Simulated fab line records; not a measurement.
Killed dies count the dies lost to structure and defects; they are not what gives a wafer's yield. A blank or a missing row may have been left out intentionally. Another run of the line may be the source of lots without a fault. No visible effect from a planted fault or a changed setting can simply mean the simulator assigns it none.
Comparing a struck lot with a sound one    flow n5_finfet    14 steps out of a route of 1938
Sound: wafers L219.2, L219.4, L219.5. The struck wafers were L216.1, L216.3, L216.6. The cause comes at the end.
Per side, at each step with rows, come the tool, then ch with its chambers, and then its first start. Under that, the readings that differ: sound wafers    struck wafers    difference of the means    sigmas: that difference in standard deviations of wafers without a fault.
alike: same words and numbers on both sides, and readings whose means sit less than 2 such deviations apart. not compared: any withheld reading, any reading some wafer has no value for, any bound like >300 that may hide the same value, and any number with overlapping values for which the record gives no deviation.
The two part at a step that has a row with sigmas, a row that says differs or no value, or rows on one side only. When numbers do not overlap yet have no deviation, they are printed without sigmas and do not part them. A reading missing from all wafers of one side parts the sides only when that side holds two or more wafers.

N5_BEOL_M2_STRIP_66: strips in CF4.
  sound on rie_diel-03 ch 0,1, day 12 12:16; struck on rie_diel-04 ch 2,3, day 11 19:44
  alike: drypump_motor_current_A, oes_product_au, power_w, rf_fwd_power_W, rf_vpp_V, showerhead_plenum_p_Torr, throttle_valve_pct
  not compared: rf_hours_counter_h
N5_BEOL_M2_HM_OPEN_17: chemistry Cl2/BCl3, target TiN, target depth 20 nm, overetch 6 nm.
  sound on rie_metal-02 ch 0, day 12 12:19; struck on rie_metal-02 ch 0,1, day 11 19:47
  alike: drypump_motor_current_A, oes_product_au, rf_fwd_power_W, throttle_valve_pct
  not compared: rf_hours_counter_h
N5_BEOL_M2_STRIP_19: strips in O2.
  sound on rie_diel-01 ch 0,1, day 12 12:25; struck on rie_diel-01 ch 0,1, day 11 19:58
  alike: drypump_motor_current_A, oes_product_au, rf_vpp_V, showerhead_plenum_p_Torr, throttle_valve_pct
  not compared: rf_hours_counter_h
N5_BEOL_M2_CD_MEAS_18: pitch 36 nm, target cd 18 nm.
  sound on cd_sem-03, day 12 12:29; struck on cd_sem-03, day 11 20:02
  alike: cd_nm
then, 8 steps without rows for these wafers: N5_BEOL_M2_COAT_67 (time 60 s, resist thk 60 nm); N5_BEOL_M2_COAT_68 (time 60 s, resist thk 12 nm); N5_BEOL_M2_COAT_76 (time 60 s, resist thk 5 nm); N5_BEOL_M2_COAT_22 (resist thk 30 nm); N5_BEOL_M2_EBR_24; N5_BEOL_M2_SOFTBAKE_23 (time 60 s); N5_BEOL_M2_EXPOSE_25 (exposes mask V1, defocus 5 nm); N5_BEOL_M2_PEB_26 (peb time 60 s).
N5_BEOL_M2_DEVELOP_27: develop time 30 s.
  struck on litho_track-02, day 11 20:25; sound on litho_track-05 ch 0, day 12 12:45
  no value came back on the struck wafers for chill_plate_temp_C (C), develop_time_s (s); on the sound wafers chill_plate_temp_C (C) reads 22.99 22.98 23.07
reading                                       sound           struck          difference  sigmas
model.CAR-EUV_of_BEOL_M2_COAT_22.thk_nm (nm)  29.6 29.6 29.6  29.8 29.8 29.8  +0.2        
N5_BEOL_M2_CD_MEAS_28: target cd 26.2 nm, target cd y 24.1 nm.
  sound on cd_sem-02 ch 0, day 12 12:49; struck on cd_sem-03 ch 0, day 11 20:28
reading     sound              struck  difference                     sigmas
cd_nm (nm)  26.09 26.06 26.33  - - -   no value on the struck wafers  

## WHERE THEY PART
Last at N5_BEOL_M2_CD_MEAS_28 as far as this record goes, first at N5_BEOL_M2_DEVELOP_27.

WHY: the cause the simulator had injected
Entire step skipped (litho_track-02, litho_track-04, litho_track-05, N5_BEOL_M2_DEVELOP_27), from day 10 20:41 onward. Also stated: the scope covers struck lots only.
